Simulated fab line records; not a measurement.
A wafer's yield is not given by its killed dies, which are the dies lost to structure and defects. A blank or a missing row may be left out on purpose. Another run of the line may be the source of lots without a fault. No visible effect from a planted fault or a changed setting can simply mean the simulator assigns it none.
Comparing a struck lot with a sound one + flow nand-harc + 14 steps out of a route of 1159
Sound: wafers L775.1, L775.4, L775.6. Wafers struck: L791.1, L791.4, L791.5. Last of all comes the cause.
Per side, at each step with rows, come the tool, then ch with its chambers, and then its first start. Under that, the readings that differ: sound wafers + struck wafers + difference of the means + sigmas: that difference in standard deviations of wafers without a fault.
alike: a reading whose means differ by less than 2 such deviations, as well as words and numbers matching on both sides. not compared: withheld readings; readings where some wafer has no value; bounds like >300 that might hide an equal value; numbers whose values overlap and for which the record gives no deviation.
A row with sigmas, a row that says differs or no value, or rows on one side alone: a step with any of these is where the two part. Numbers that don't overlap but have no deviation are shown without sigmas and don't part them. A reading that every wafer of one side lacks parts them only if that side has two wafers or more.

NHARC_A_SOURCE_PLATE_THK_MEAS_09: measures by ellipsometry.
  struck on film-metro-01, day 11 07:46; sound on film-metro-01, day 7 11:40
  alike: thk-nm
then, 3 steps without rows for these wafers: NHARC_A_SOURCE_PLATE_PVD_04 (deposits WSi2, target thk 50 nm); NHARC_A_SOURCE_PLATE_CVD_03 (deposits poly-Si, target thk 200 nm, time 4000 s); NHARC_A_SOURCE_PLATE_ANNEAL_05 (time 1800 s).
NHARC_A_SOURCE_PLATE_THK_MEAS_06: measures by ellipsometry.
  struck on film-metro-02, day 11 21:33; sound on film-metro-02, day 8 00:32
  alike: thk-nm
NHARC_A_SOURCE_PLATE_INSPECT_08:
  struck on defect-inspect-02, day 11 21:37; sound on defect-inspect-02, day 8 00:36
  alike: raw-defect-count
then, 1 step without rows for these wafers: NHARC_A_ONON_D1_DEP_00 (target thk 1000 nm).
NHARC_A_ONON_D1_THK_MEAS_02: measures by ellipsometry.
  struck on film-metro-01, day 11 22:11; sound on film-metro-02, day 8 01:11
  alike: thk-nm
then, 1 step without rows for these wafers: NHARC_A_ONON_D1_DEP_03 (target thk 1000 nm).
NHARC_A_ONON_D1_THK_MEAS_05: measures by ellipsometry.
  struck on film-metro-01, day 11 22:45; sound on film-metro-01, day 8 01:47
| reading     | sound       | struck         | difference | sigmas |
|-------------|-------------|----------------|------------|--------|
| thk-nm (nm) | 987 986 989 | 1004 1003 1003 | +16        | +2     |
NHARC_A_ONON_D1_DEP_06: target thk 1000 nm.
  sound on pecvd-onon-02 ch 0, day 8 01:50; struck on pecvd-onon-01 ch 0, day 11 22:49
  alike: susceptor-temp-C
NHARC_A_ONON_D1_THK_MEAS_08: measures by ellipsometry.
  struck on film-metro-02, day 11 23:19; sound on film-metro-01, day 8 02:21
| reading     | sound          | struck         | difference | sigmas |
|-------------|----------------|----------------|------------|--------|
| thk-nm (nm) | 1008 1009 1007 | 1536 1537 1537 | +529       | +53    |
then, 1 step without rows for these wafers: NHARC_A_ONON_D1_DEP_09 (target thk 1000 nm).
-- break in the record here, with 12 days between the starts of the struck wafers on either side (left off in module A_ONON_D1, picked up again in module END, where the first step shown is number 1159 on the route) --
NHARC_END_SORT_01:
  here the record holds rows for the struck wafers (prober-02 ch 0, day 23 22:56) but none for the sound ones

## WHERE THEY PART
Last at NHARC_END_SORT_01 as far as this record goes, first at NHARC_A_ONON_D1_THK_MEAS_05.

WHY: what had been put in by the simulator
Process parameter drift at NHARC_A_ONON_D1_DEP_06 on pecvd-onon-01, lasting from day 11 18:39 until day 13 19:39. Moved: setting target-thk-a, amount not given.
